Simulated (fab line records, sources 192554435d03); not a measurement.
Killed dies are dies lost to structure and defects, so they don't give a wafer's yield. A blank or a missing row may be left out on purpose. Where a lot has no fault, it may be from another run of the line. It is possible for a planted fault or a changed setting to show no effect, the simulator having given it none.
The same fault as seen by 3 desks + flow n5-finfet + each desk holds nothing but its own numbers, with what lay behind them at the end

## TOOL OWNER'S DESK, rie-diel-06
The tool's own readings at N5_SD_EPI_P_ETCH_47 (etches SiOCN in CH3F/O2, target depth 25 nm): means of the sampled wafers that have a number, for each lot that ran on this tool. A lot is out of limits, marked OUT, if its mean lies more than 4 standard deviations from the usual mean; the brackets give that distance.
Columns: A = CH3F_flow_sccm at N5_SD_EPI_P_ETCH_47, usual 30.00 sccm; B = drypump-motor-current-A at N5_SD_EPI_P_ETCH_47, usual 5.4 A; C = oes-product-au at N5_SD_EPI_P_ETCH_47, usual 0.76 a.u.; D = rf-vpp-V at N5_SD_EPI_P_ETCH_47, usual 126.9 V; E = showerhead-plenum-p-Torr at N5_SD_EPI_P_ETCH_47, usual 1.96 Torr; F = throttle-valve-pct at N5_SD_EPI_P_ETCH_47, usual 16.29 %
| lot  | first seen here | A     | B   | C               | D     | E    | F     |
|------|-----------------|-------|-----|-----------------|-------|------|-------|
| L841 | day 4 04:23     | 29.89 | 5.4 | 0.74            | 127.2 | 1.95 | 16.36 |
| L842 | day 4 11:43     | 30.02 | 5.3 | 1.00 (+5.0) OUT | 125.5 | 1.92 | 16.27 |
| L845 | day 5 12:14     | 29.96 | 5.5 | 0.83            | 127.3 | 1.95 | 16.43 |
| L847 | day 5 19:40     | 30.06 | 5.1 | 0.84            | 126.9 | 1.96 | 16.40 |
| L858 | day 8 12:03     | 29.99 | 5.0 | 0.76            | 125.2 | 1.92 | 16.34 |
| L859 | day 8 20:09     | 29.96 | 5.3 | 0.72            | 126.8 | 1.94 | 16.43 |
| L860 | day 8 23:43     | 30.09 | 5.3 | 0.73            | 127.9 | 1.97 | 16.55 |
This desk finds L842 out of limits, L842 being first, at day 4 11:43 (oes-product-au at N5_SD_EPI_P_ETCH_47). L841, L845, L847, L858, L859, L860 stayed within limits.

## METROLOGY DESK
What the gauges read, lot by lot, whatever tool the lot ran on: means of the sampled wafers that have a number. A lot is out of limits, marked OUT, if its mean lies more than 4 standard deviations from the usual mean; the brackets give that distance. It has 11 readings; the 7 that lie furthest out on some lot are the ones shown.
Columns: A = DIBL_N at N5_BEOL_M4_RC_MEAS_101, usual 36.5 mV/V; B = DIBL_P at N5_BEOL_M4_RC_MEAS_101, usual 36.9 mV/V; C = IOFF_N at N5_BEOL_M4_RC_MEAS_101, usual 0.163 nA/um; D = IOFF_P at N5_BEOL_M4_RC_MEAS_101, usual 0.22 nA/um; E = SS_N at N5_BEOL_M4_RC_MEAS_101, usual 71.6 mV/dec; F = SS_P at N5_BEOL_M4_RC_MEAS_101, usual 73.4 mV/dec; G = VT_P at N5_BEOL_M4_RC_MEAS_101, usual -250 mV
| lot  | first seen here | A    | B    | C     | D    | E    | F    | G    |
|------|-----------------|------|------|-------|------|------|------|------|
| L837 | day 3 04:19     | 35.9 | 35.7 | 0.153 | 0.19 | 71.9 | 73.1 | -254 |
| L840 | day 4 00:38     | 36.4 | 37.8 | 0.167 | 0.24 | 71.4 | 73.4 | -249 |
| L841 | day 4 02:50     | 36.9 | 35.7 | 0.163 | 0.26 | 71.8 | 72.8 | -243 |
| L842 | day 4 10:17     | 37.5 | 40.5 | 0.167 | 0.28 | 71.7 | 73.9 | -247 |
| L845 | day 5 10:28     | 35.9 | 38.4 | 0.175 | 0.29 | 71.8 | 74.4 | -244 |
| L847 | day 5 18:06     | 35.8 | 36.1 | 0.149 | 0.24 | 71.1 | 73.1 | -247 |
| L850 | day 6 10:22     | 38.0 | 36.4 | 0.168 | 0.20 | 71.7 | 73.8 | -253 |
| L858 | day 8 10:29     | 33.2 | 33.4 | 0.122 | 0.17 | 70.2 | 72.3 | -253 |
| L859 | day 8 18:34     | 36.6 | 35.5 | 0.142 | 0.19 | 71.7 | 73.1 | -250 |
| L860 | day 8 22:07     | 37.8 | 36.2 | 0.193 | 0.26 | 72.1 | 74.2 | -246 |
This desk found nothing out of limits on any of the 10 lots.

## THE DEFECT DESK
For each lot, the counts of the inspections along the route, averaged over the sampled wafers that have a number. A lot is out of limits, marked OUT, if its mean lies more than 4 standard deviations from the usual mean; the brackets give that distance.
Columns: A = raw-defect-count at N5_SD_EPI_N_INSPECT_26, usual 193
| lot  | first seen here | A   |
|------|-----------------|-----|
| L837 | day 3 04:53     | 186 |
| L840 | day 4 01:51     | 203 |
| L841 | day 4 03:23     | 167 |
| L842 | day 4 10:50     | 217 |
| L845 | day 5 11:14     | 200 |
| L847 | day 5 18:40     | 201 |
| L850 | day 6 10:59     | 190 |
| L858 | day 8 11:03     | 130 |
| L859 | day 8 19:09     | 201 |
| L860 | day 8 22:49     | 151 |
This desk found nothing out of limits on any of the 10 lots.

## PUT TOGETHER
The tool owner's desk had the chance to raise an alarm at day 4 11:43 on L842.
From the metrology desk's view, nothing was out of limits.
Nothing out of limits was seen by the defect desk.
The metrology desk has L842 on record, within its limits.
The defect desk has L842 on record, within its limits.
Of the lots named, all ran N5_SD_EPI_P_ETCH_47 on rie-diel-06.

## WHAT HAD BEEN PUT IN BY THE SIMULATOR
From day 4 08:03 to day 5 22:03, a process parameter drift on rie-diel-06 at N5_SD_EPI_P_ETCH_47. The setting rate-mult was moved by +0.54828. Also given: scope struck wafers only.
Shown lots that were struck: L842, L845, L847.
Delay in hours, fault start to first out-of-limits reading, by desk: the tool owner's desk at 4.
